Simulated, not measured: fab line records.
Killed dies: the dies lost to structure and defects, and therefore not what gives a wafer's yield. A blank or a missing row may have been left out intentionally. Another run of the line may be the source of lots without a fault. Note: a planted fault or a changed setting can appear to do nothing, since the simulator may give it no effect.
Commonality check across tools -- flow nand harc -- 12 lots and 36 wafers in the sample

WHY IT WAS OPENED
On 1 of the 12 lots, a flag is raised at NHARC_P_GATE_CD_MEAS_46 on the reading cd nm. Fault-free wafers read 720.5 nm, with a standard deviation of 1.2.
Rule: a lot is flagged when every wafer of it that has a number lies more than 4 standard deviations from that mean, or none has a number. The rest of the lots are taken to be sound.

lot,measured,on,"cd nm (nm), wafer by wafer",flag
L954,day 5 17:46,cd sem-01,720.7 719.4 719.9,
L955,day 5 21:25,cd sem-01,722.4 722.8 721.6,
L957,day 6 22:19,cd sem-02,721.1 718.8 718.5,
L959,day 7 17:37,cd sem-03,721.6 721.7 721.0,
L960,day 8 01:39,cd sem-03,721.7 720.9 720.7,
L961,day 8 17:49,cd sem-02,720.9 719.5 721.1,
L963,day 9 07:46,cd sem-01,691.6 689.5 689.4,FLAGGED
L965,day 10 04:13,cd sem-03,718.1 719.3 719.7,
L973,day 13 15:24,cd sem-03,720.5 719.7 718.6,
L974,day 13 19:57,cd sem-01,721.5 721.1 722.0,
L975,day 14 04:10,cd sem-01,721.6 720.5 722.2,
L977,day 14 23:33,cd sem-02,721.5 721.2 720.3,
On average the flagged lots' numbers are 690.2 nm, which is -30.3 nm against the usual, or -25 standard deviations.

WHICH TOOL RAN EACH LOT
2 process steps preceding the reading are held in the record, out of 1302 steps in the route. Read each cell as the tool, then ch plus the chambers that the sampled wafers visited, then the start.
lot,flag,NHARC_P_GATE_HM_DEP_102,NHARC_P_GATE_EXPOSE_43
L954,,"acl dep-01 ch 0, day 5 04:31","krf scanner-02 ch 0, day 5 17:37"
L955,,"acl dep-02 ch 0, day 5 08:10","krf scanner-03 ch 0, day 5 21:16"
L957,,"acl dep-02 ch 0, day 6 06:59","krf scanner-02 ch 0, day 6 22:09"
L959,,"acl dep-03 ch 0, day 7 04:22","krf scanner-04 ch 0, day 7 17:28"
L960,,"acl dep-03 ch 0, day 7 12:40","krf scanner-04 ch 0, day 8 01:29"
L961,,"acl dep-01 ch 0, day 8 04:35","krf scanner-03 ch 0, day 8 17:40"
L963,FLAGGED,"acl dep-01 ch 0, day 8 18:29","krf scanner-03 ch 0, day 9 07:37"
L965,,"acl dep-03 ch 0, day 9 14:58","krf scanner-03 ch 0, day 10 04:03"
L973,,"acl dep-01 ch 0, day 13 02:11","krf scanner-03 ch 0, day 13 15:14"
L974,,"acl dep-03 ch 0, day 13 06:32","krf scanner-02 ch 0, day 13 19:47"
L975,,"acl dep-01 ch 0, day 13 15:05","krf scanner-02 ch 0, day 14 04:00"
L977,,"acl dep-03 ch 0, day 14 10:20","krf scanner-02 ch 0, day 14 23:23"
What the steps here do:
- NHARC_P_GATE_HM_DEP_102: deposits aC, target thk 120 nm.
- NHARC_P_GATE_EXPOSE_43: exposes mask P NSD, target cd 720 nm.
- NHARC_P_GATE_CD_MEAS_46: target cd 720 nm.

FLAGGED OVER TOTAL, TOOL BY TOOL (the gauges that took the reading come last)
step,tool,lots run,flagged,share of the flagged lots,sound lots run after its first flagged lot
NHARC_P_GATE_HM_DEP_102,acl dep-01,5,1,all,"2 (L973,L975)"
NHARC_P_GATE_HM_DEP_102,acl dep-02,2,0,none,-
NHARC_P_GATE_HM_DEP_102,acl dep-03,5,0,none,-
NHARC_P_GATE_EXPOSE_43,krf scanner-02,5,0,none,-
NHARC_P_GATE_EXPOSE_43,krf scanner-03,5,1,all,"2 (L965,L973)"
NHARC_P_GATE_EXPOSE_43,krf scanner-04,2,0,none,-
NHARC_P_GATE_CD_MEAS_46,cd sem-01,5,1,all,"2 (L974,L975)"
NHARC_P_GATE_CD_MEAS_46,cd sem-02,3,0,none,-
NHARC_P_GATE_CD_MEAS_46,cd sem-03,4,0,none,-

WHAT IS ALLOWED BY THE TABLE
3 rows of the table ran every flagged lot: acl dep-01 at NHARC_P_GATE_HM_DEP_102, krf scanner-03 at NHARC_P_GATE_EXPOSE_43, cd sem-01 at NHARC_P_GATE_CD_MEAS_46.
- acl dep-01 at NHARC_P_GATE_HM_DEP_102: 1 of its 5 lots flagged. After the first flagged lot (L973, L975), sound lots still ran on it; a lasting fault on the whole tool would not permit that.
- krf scanner-03 at NHARC_P_GATE_EXPOSE_43: 1 of its 5 lots flagged. After the first flagged lot (L965, L973), sound lots still ran on it; a lasting fault on the whole tool would not permit that.
- cd sem-01 at NHARC_P_GATE_CD_MEAS_46: 1 of its 5 lots flagged. After the first flagged lot (L974, L975), sound lots still ran on it; a lasting fault on the whole tool would not permit that.
None of the table's rows ran every flagged lot and, after the first, no sound lot.

WHAT HAD BEEN PUT IN BY THE SIMULATOR
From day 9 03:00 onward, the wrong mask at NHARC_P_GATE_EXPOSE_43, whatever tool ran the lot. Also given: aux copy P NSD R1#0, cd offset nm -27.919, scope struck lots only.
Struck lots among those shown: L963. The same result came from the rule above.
